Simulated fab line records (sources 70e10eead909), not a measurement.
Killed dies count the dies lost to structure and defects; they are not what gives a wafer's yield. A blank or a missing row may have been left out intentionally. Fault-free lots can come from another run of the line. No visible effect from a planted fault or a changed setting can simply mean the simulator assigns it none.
Which tool is to blame? -- flow nand-harc -- Sampling: 14 lots, 42 wafers, 2 of 1302 route steps

## WHAT EACH GAUGE READ, for each wafer
NHARC_P_GATE_CD_MEAS_59 targets a cd of 720 nm.
lot,measured,on,cd-nm (nm)
L669,day 5 12:26,cd-sem-03,721.5 722.9 722.5
L671,day 6 12:15,cd-sem-02,719.0 716.4 716.0
L672,day 6 18:22,cd-sem-02,715.4 720.7 719.8
L675,day 8 11:27,cd-sem-02,719.6 721.2 714.5
L677,day 8 22:46,cd-sem-03,723.6 719.5 720.1
L678,day 9 17:27,cd-sem-01,721.6 715.3 717.9
L684,day 11 18:01,cd-sem-02,719.2 717.1 718.7
L685,day 12 14:47,cd-sem-01,716.0 723.7 718.9
L686,day 12 16:49,cd-sem-01,721.1 720.4 721.3
L687,day 13 09:08,cd-sem-03,721.7 720.4 721.3
L688,day 13 09:25,cd-sem-01,718.6 714.7 718.7
L689,day 13 23:50,cd-sem-02,720.2 720.2 719.9
L691,day 15 06:02,cd-sem-01,722.0 718.5 719.1
L692,day 15 08:32,cd-sem-02,722.4 721.4 722.7

## EACH LOT AND THE TOOL THAT RAN IT (in order: tool; ch and the chambers of the sampled wafers; start)
lot,NHARC_P_GATE_DESCUM_48
L669,"rie-diel-08 ch 1,2,3, day 5 10:52"
L671,"rie-diel-07 ch 1,2, day 6 10:48"
L672,"rie-diel-10 ch 0,1, day 6 16:46"
L675,"rie-diel-07 ch 1,2, day 8 09:53"
L677,"rie-diel-07 ch 0,1, day 8 21:02"
L678,"rie-diel-10 ch 0,1,3, day 9 15:52"
L684,"rie-diel-10 ch 0,1,3, day 11 16:27"
L685,"rie-diel-10 ch 0,2, day 12 13:12"
L686,"rie-diel-10 ch 0,1,3, day 12 15:14"
L687,"rie-diel-10 ch 1,2, day 13 07:32"
L688,"rie-diel-08 ch 0,1,2, day 13 07:58"
L689,"rie-diel-10 ch 0,2,3, day 13 22:14"
L691,"rie-diel-07 ch 1,3, day 15 04:34"
L692,"rie-diel-07 ch 0,2,3, day 15 06:57"
- NHARC_P_GATE_DESCUM_48: chemistry O2, time 3 s.

## WHAT THE TOOLS THEMSELVES READ (means of the sampled wafers that have a number; where no wafer has one, the mark that the record gives instead)
NHARC_P_GATE_DESCUM_48.
lot,tool,drypump-motor-current-A (A),oes-product-au (a.u.),rf-vpp-V (V),showerhead-plenum-p-Torr (Torr),throttle-valve-pct (%)
L669,rie-diel-08,5.5,1.009,57.3,1.85,11.318
L671,rie-diel-07,5.7,0.992,57.5,1.90,11.302
L672,rie-diel-10,6.1,1.016,57.0,1.85,11.316
L675,rie-diel-07,5.9,0.994,57.3,1.90,11.316
L677,rie-diel-07,6.1,0.991,58.2,1.92,11.305
L678,rie-diel-10,6.2,1.015,57.2,1.82,11.308
L684,rie-diel-10,6.1,0.994,58.5,1.82,11.313
L685,rie-diel-10,5.9,1.012,57.0,1.81,11.308
L686,rie-diel-10,6.2,0.992,58.0,1.81,11.306
L687,rie-diel-10,6.3,0.996,57.3,1.78,11.318
L688,rie-diel-08,5.7,1.015,56.9,1.85,11.312
L689,rie-diel-10,6.0,1.014,58.0,1.82,11.314
L691,rie-diel-07,5.6,1.008,57.2,1.92,11.315
L692,rie-diel-07,5.7,1.015,57.7,1.93,11.305

## THE ANSWER, worked out from the rows above alone
Rule: what is usual is taken from the lots themselves. The widest of any qualifying gaps counts: lots, ordered by their means at a reading, are off when they make up no more than a third of the lots, leave a main group of 4 or more, and stand apart from it by 3 or more times the standard deviation of that group's means. A main group is skipped when, at the precision printed for the reading in the tables above, its means are all equal. A lot without any number at a reading at which 4 lots or more have one is off too. Any other lot the step has rows for is counted as sound. Order of review: gauges by route order, followed by the tools' own readings, for which a lot's mean as printed above is used. The first step at which some lot is off is used, and at that step the reading that is off furthest; a lot without a number counts as furthest.
Across all readings shown, no lot is off: no conclusion can be drawn from this.

## WHAT THE SIMULATOR PUT IN
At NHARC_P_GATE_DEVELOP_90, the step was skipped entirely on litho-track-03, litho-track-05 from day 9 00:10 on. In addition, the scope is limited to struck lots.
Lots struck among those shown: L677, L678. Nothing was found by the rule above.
